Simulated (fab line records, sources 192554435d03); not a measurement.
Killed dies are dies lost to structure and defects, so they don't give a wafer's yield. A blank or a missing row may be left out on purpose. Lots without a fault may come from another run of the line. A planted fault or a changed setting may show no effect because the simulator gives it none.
A struck lot beside a sound one | flow n5_finfet | 21 steps out of a route of 1938
Sound: wafers L839.2, L839.4, L839.6. Struck: wafers L848.1, L848.3, L848.6. The cause comes at the end.
At each step with rows: each side's tool, then ch and its chambers, then its first start. Under that, the readings that differ: sound wafers | struck wafers | difference of the means | sigmas: that difference in standard deviations of wafers without a fault.
alike: readings whose means differ by less than 2 such deviations, and words and numbers that are the same on both sides. not compared: withheld readings, readings that some wafer has no value for, bounds like >300 that may hide the same value, and numbers for which the record gives no deviation and whose values overlap.
The two part at a step that has a row with sigmas, a row that says differs or no value, or rows on one side only. Numbers that don't overlap but have no deviation are shown without sigmas and don't part them. A reading that every wafer of one side lacks parts them only if that side has two wafers or more.

first, 1 step without rows for these wafers: N5_ZERO_LAYER_HARDBAKE_23 (time 120 s).
N5_ZERO_LAYER_CD_MEAS_11: target cd 2000 nm.
  sound on cd_sem-02 ch 0, day 2 12:38; struck on cd_sem-03 ch 0, day 4 18:40
  alike: cd_nm
N5_ZERO_LAYER_DESCUM_16: chemistry O2, time 7.9 s.
  sound on rie_diel-01 ch 0,3, day 2 12:41; struck on rie_diel-02 ch 0,1,3, day 4 18:43
  alike: drypump_motor_current_A, oes_product_au, rf_vpp_V, showerhead_plenum_p_Torr, temp_c, throttle_valve_pct
  not compared: rf_hours_counter_h
N5_ZERO_LAYER_ETCH_17: etches SiO2 in CF4, target depth 12 nm, time 13.3 s.
  sound on rie_diel-01 ch 0,3, day 2 12:43; struck on rie_diel-02 ch 0,1,3, day 4 18:45
  alike: bias_w, drypump_motor_current_A, oes_product_au, rf_vpp_V, showerhead_plenum_p_Torr, throttle_valve_pct
  not compared: rf_hours_counter_h
N5_ZERO_LAYER_ETCH_18: etches Si in HBr/Cl2, target depth 120 nm, time 40 s.
  sound on rie_si-06 ch 0,2,3, day 2 12:47; struck on rie_si-04 ch 1,2,3, day 4 18:49
  alike: bias_w, drypump_motor_current_A, oes_product_au, throttle_valve_pct
  not compared: rf_hours_counter_h
N5_ZERO_LAYER_STRIP_24: strips in O2.
  sound on plasma_asher-01 ch 0,1, day 2 12:53; struck on plasma_asher-02 ch 0,1, day 4 18:55
  reading                      | sound             | struck            | difference | sigmas
  drypump_motor_current_A (A)  | 5.5 5.6 5.6       | 6.2 6.2 6.3       | +0.7       | +2
  strip_time_to_endpoint_s (s) | 43.87 43.78 43.87 | 44.10 44.20 44.06 | +0.28      | +3
  alike: heater_power_w, oes_product_au, temp_c
  not compared: rf_hours_counter_h
then, 1 step without rows for these wafers: N5_ZERO_LAYER_STRIP_19 (strips in SPM, time 900 s).
N5_ZERO_LAYER_INSPECT_20: inspects for defects (darkfield).
  sound on defect_inspect-02, day 2 13:16; struck on defect_inspect-01, day 4 19:17
  alike: raw_defect_count
then, 4 steps without rows for these wafers: N5_WELL_APT_HMDS_01 (time 60 s); N5_WELL_APT_COAT_02 (resist thk 950 nm); N5_WELL_APT_EBR_04; N5_WELL_APT_SOFTBAKE_03 (time 60 s).
N5_WELL_APT_EXPOSE_05: exposes mask NWELL, defocus 0 nm, target cd 200 nm.
  sound on krf_scanner-02 ch 0, day 2 13:31; struck on krf_scanner-02 ch 0, day 4 19:32
  reading                          | sound             | struck            | difference | sigmas
  model.WELL_APT.overlay_x_nm (nm) | 2.923 2.923 2.923 | 21.68 21.68 21.68 | +18.76     |
  alike: mask
then, 3 steps without rows for these wafers: N5_WELL_APT_PEB_06 (peb time 90 s); N5_WELL_APT_DEVELOP_07 (develop time 45 s); N5_WELL_APT_HARDBAKE_12 (time 120 s).
N5_WELL_APT_CD_MEAS_08: target cd 200 nm.
  sound on cd_sem-01 ch 0, day 2 13:41; struck on cd_sem-01 ch 0, day 4 19:43
  alike: cd_nm
N5_WELL_APT_OVL_MEAS_09:
  sound on overlay-02 ch 0, day 2 13:43; struck on overlay-02 ch 0, day 4 19:44
  reading        | sound   | struck   | difference | sigmas
  NWELL_OVL (nm) | -6 -6 3 | 29 17 21 | +25        | +5
N5_WELL_APT_INSPECT_10: inspects for defects (macro).
  sound on defect_inspect-02, day 2 13:44; struck on defect_inspect-01, day 4 19:46
  alike: raw_defect_count
-- the record jumps here: 6 days lie between the struck wafers' starts before and after (it left off in module WELL_APT and takes up again in module BEOL_M4, whose first step shown is number 1111 of the route) --
N5_BEOL_M4_RC_MEAS_101:
  sound on prober-01 ch 0, day 8 17:40; struck on prober-01 ch 0, day 10 22:31
  alike: DIBL_N, DIBL_P, IOFF_N, IOFF_P, ION_N, ION_P, SS_N, SS_P, VT_N, VT_P
-- the record jumps here: 4 days lie between the struck wafers' starts before and after (it left off in module BEOL_M4 and takes up again in module PASSIVATION, whose first step shown is number 1936 of the route) --
N5_PASSIVATION_PROBE_49:
  sound on prober-02, day 13 03:44; struck on prober-02, day 15 06:03
  alike: defect_limited_yield, killed_at_M0_to_M3, killed_at_M4_up, killed_at_contacts, killed_at_front_end, killed_at_other, killed_dies, killed_open, killed_short, sort_bin_4_leakage, sort_bin_5_function, sort_bin_6_memory, sort_bin_8_speed, sort_n_pass, sort_yield_pct

WHERE THEY PART
First at N5_ZERO_LAYER_STRIP_24; last, within this record, at N5_WELL_APT_OVL_MEAS_09. Later steps at which nothing parts them and some readings are alike: N5_WELL_APT_INSPECT_10, N5_BEOL_M4_RC_MEAS_101, N5_PASSIVATION_PROBE_49.

WHY: what the simulator had put in
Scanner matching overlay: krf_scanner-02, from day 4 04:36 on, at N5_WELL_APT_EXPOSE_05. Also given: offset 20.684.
